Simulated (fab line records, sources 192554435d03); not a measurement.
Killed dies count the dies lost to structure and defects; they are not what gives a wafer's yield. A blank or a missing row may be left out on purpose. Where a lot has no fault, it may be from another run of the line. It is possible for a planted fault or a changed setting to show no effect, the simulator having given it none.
Split-lot trial + flow n5_finfet + 7 lots, 39 wafers read, on a route of 1938 steps

== ON THE SPLIT ==
At N5_FIN_SAQP_SPACER1_ALD_24 (deposits SiO2, target thk 20.3 nm, pulse time 1 s, purge time 2 s), the setting ald_cycles was moved away from the recipe's 218 on 15 of the 39 wafers read, by -29.8% to +44.0%. For the rest of the wafers, this setting stayed at what the recipe calls for.

== FROM THE SPLIT TO THE READING: what the file shows between them, 2 steps ==
- N5_FIN_SAQP_SPACER1_ETCHBACK_25: etches SiO2 in CHF3/O2, target depth 24.4 nm, time 12.2 s
- N5_FIN_SAQP_MANDREL1_REMOVE_56: chemistry HBr/Cl2/O2, target a-Si, stops on SiNx, bt time 10 s

== THE READING ==
cd_nm, in nm, at N5_FIN_SAQP_CD_MEAS_27 (target cd 20 nm). A value of 20.35 nm with a standard deviation of 0.27 nm is what fault-free wafers of this fab line usually give.

| wafer  | tool, chamber at the split | ald_cycles as run | against the recipe | cd_nm, nm | against lot-mates on the recipe |
|--------|----------------------------|-------------------|--------------------|-----------|---------------------------------|
| L075.1 | ald_sin-03, 3,0            | 218               | recipe             | 20.27     | -                               |
| L075.2 | ald_sin-03, 2,3            | 154               | -29.4%             | 14.91     | -5.49                           |
| L075.3 | ald_sin-03, 1              | 154               | -29.4%             | 14.56     | -5.84                           |
| L075.4 | ald_sin-03, 0              | 218               | recipe             | 20.21     | -                               |
| L075.5 | ald_sin-03, 2,3            | 154               | -29.4%             | 14.23     | -6.17                           |
| L075.6 | ald_sin-03, 3,0            | 218               | recipe             | 20.73     | -                               |
| L076.1 | ald_sin-02, 2,1,1          | 153               | -29.8%             | 14.58     | -5.66                           |
| L076.2 | ald_sin-02, 0              | 218               | recipe             | 20.46     | -                               |
| L076.3 | ald_sin-02, 3              | 218               | recipe             | 20.34     | -                               |
| L076.4 | ald_sin-02, 2,1,1          | 153               | -29.8%             | 14.07     | -6.17                           |
| L076.5 | ald_sin-02, 2,1,1          | 153               | -29.8%             | 14.60     | -5.64                           |
| L076.6 | ald_sin-02, 2              | 218               | recipe             | 19.91     | -                               |
| L081.1 | ald_sin-03, 1,3,2,3        | 218               | recipe             | 20.26     | -                               |
| L081.2 | ald_sin-03, 1,3,2,3        | 218               | recipe             | 20.43     | -                               |
| L081.3 | ald_sin-03, 1,3,2,3        | 218               | recipe             | 20.41     | -                               |
| L081.4 | ald_sin-03, 0              | 218               | recipe             | 20.89     | -                               |
| L081.5 | ald_sin-03, 1,3,2,3        | 218               | recipe             | 20.34     | -                               |
| L081.6 | ald_sin-03, 0              | 218               | recipe             | 20.59     | -                               |
| L082.1 | ald_sin-01, 3,2            | 218               | recipe             | 19.91     | -                               |
| L082.2 | ald_sin-01, 3,2            | 218               | recipe             | 20.34     | -                               |
| L082.3 | ald_sin-01, 1,1,2          | 309               | +41.7%             | 29.00     | +8.78                           |
| L082.4 | ald_sin-01, 0              | 218               | recipe             | 20.40     | -                               |
| L082.5 | ald_sin-01, 1,1,2          | 309               | +41.7%             | 28.56     | +8.34                           |
| L082.6 | ald_sin-01, 1,1,2          | 309               | +41.7%             | 29.14     | +8.92                           |
| L086.1 | ald_sin-03, 0,3            | 218               | recipe             | 20.51     | -                               |
| L086.2 | ald_sin-03, 0,3            | 218               | recipe             | 20.10     | -                               |
| L086.3 | ald_sin-03, 1,2,3          | 303               | +39.0%             | 28.04     | +7.79                           |
| L086.4 | ald_sin-03, 1,2,3          | 303               | +39.0%             | 28.56     | +8.31                           |
| L086.5 | ald_sin-03, 2              | 218               | recipe             | 20.15     | -                               |
| L086.6 | ald_sin-03, 1,2,3          | 303               | +39.0%             | 28.50     | +8.25                           |
| L092.1 | ald_sin-02, 1              | 218               | recipe             | 20.71     | -                               |
| L092.2 | ald_sin-02, 3              | 218               | recipe             | 20.80     | -                               |
| L092.6 | ald_sin-02, 1              | 218               | recipe             | 20.13     | -                               |
| L095.1 | ald_sin-01, 1,2            | 314               | +44.0%             | 28.92     | +8.92                           |
| L095.2 | ald_sin-01, 2,1            | 218               | recipe             | 20.39     | -                               |
| L095.3 | ald_sin-01, 3              | 218               | recipe             | 19.87     | -                               |
| L095.4 | ald_sin-01, 0              | 314               | +44.0%             | 29.44     | +9.44                           |
| L095.5 | ald_sin-01, 2,1            | 218               | recipe             | 19.75     | -                               |
| L095.6 | ald_sin-01, 1,2            | 314               | +44.0%             | 29.48     | +9.48                           |
When a row names more than one chamber, that row covers several wafers, and the file does not tell which wafer ran in which chamber.

THE FIT
A straight line over all 39 wafers: cd_nm changes by +0.202 nm for each +1% of ald_cycles; r = +1.00; the points scatter about the line by 0.29 nm.
The same after taking each lot's own level away (the mean of its wafers on the recipe; 39 wafers): +0.205 nm for each +1%; r = +1.00; scatter 0.27 nm.
On that fit, the largest move of ald_cycles shifts the reading by 9 nm.
Measured against the standard deviation above, the lots' own levels, which go from 20.003 to 20.547 nm, span 2.0 times it.
Consequently the slope shifts little with the lot-to-lot level, the two slopes agreeing.
Check: +9.14 nm against its lot-mates is what the line predicts for one of the wafers moved furthest among these (+44.0%) when that wafer is left out of the fit. Against them it came out at +8.92 nm.

== THE WHOLE CHAIN: every reading that the file lists as answering this split, in the file's order ==
| step                           | what it does                                                      | reading                                                                                 | change (the file's fit)               | r (the file's) |
|--------------------------------|-------------------------------------------------------------------|-----------------------------------------------------------------------------------------|---------------------------------------|----------------|
| N5_FIN_SAQP_SPACER1_ALD_24     | deposits SiO2, target thk 20.3 nm, pulse time 1 s, purge time 2 s | SiO2_of_FIN_SAQP_SPACER1_ALD_24.thk_nm (the simulator's own value, which no gauge read) | +0.202 nm for each +1% of the setting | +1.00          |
| N5_FIN_SAQP_MANDREL1_REMOVE_56 | chemistry HBr/Cl2/O2, target a-Si, stops on SiNx, bt time 10 s    | FIN_SAQP.cd_nm (the simulator's own value, which no gauge read)                         | +0.203 nm for each +1% of the setting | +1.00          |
| N5_FIN_SAQP_CD_MEAS_27         | target cd 20 nm                                                   | cd_nm                                                                                   | +0.206 nm for each +1% of the setting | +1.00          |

== FILE'S OWN FIT ==
cd_nm changes by +0.206 nm for each +1% of ald_cycles, r = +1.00.
